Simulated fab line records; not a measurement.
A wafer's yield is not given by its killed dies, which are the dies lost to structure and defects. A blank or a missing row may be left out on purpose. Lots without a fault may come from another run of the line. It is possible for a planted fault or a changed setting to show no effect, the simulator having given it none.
Chamber matching	flow nand harc	NHARC_A_STAIRCASE_ETCHBACK_157 on rie diel-04: 4 sister chambers
The step etches the open film in CH3F/O2, target depth 90 nm, time 167.14 s. 4 wafers are shown with their chamber, then 7 later ones without.

== WAFERS WITH THEIR CHAMBER ==
wafer	chamber	drypump motor current A (A)
L382.3	2	6.6
L384.1	1	5.9
L385.2	0	6.5
L385.4	3	5.6

== WAFERS WITH NO CHAMBER GIVEN ==
wafer	drypump motor current A (A)
L385.6	5.9
L394.1	5.6
L394.2	6.7
L394.3	5.8
L400.1	6.6
L400.2	5.8
L400.5	5.6

== WHICH CHAMBER EACH WENT THROUGH ==
wafer	from the rows above	in truth
L385.6	1	1
L394.1	3	3
L394.2	can't be placed: 2 or 0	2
L394.3	can't be placed: 1 or 3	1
L400.1	can't be placed: 2 or 0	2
L400.2	can't be placed: 1 or 3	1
L400.5	3	3
Correctly placed: 3 of 7. Not placeable from these rows: 4 (in 4, the candidates include the true chamber). 0 placed wrongly.
How it was worked out, from the rows above alone: a wafer's distance from a chamber is the root of the sum, over the readings, of the square of ((its reading less the chamber's mean) divided by the reading's scatter). The wafer belongs to the nearest chamber; if the next one is less than 2 further off, it can't be placed. For every chamber, the mean is computed from those of its wafers that are shown. The scatter: with one shown wafer a chamber, the root of the mean of the squares of how far each hidden wafer lies from its nearest shown one.
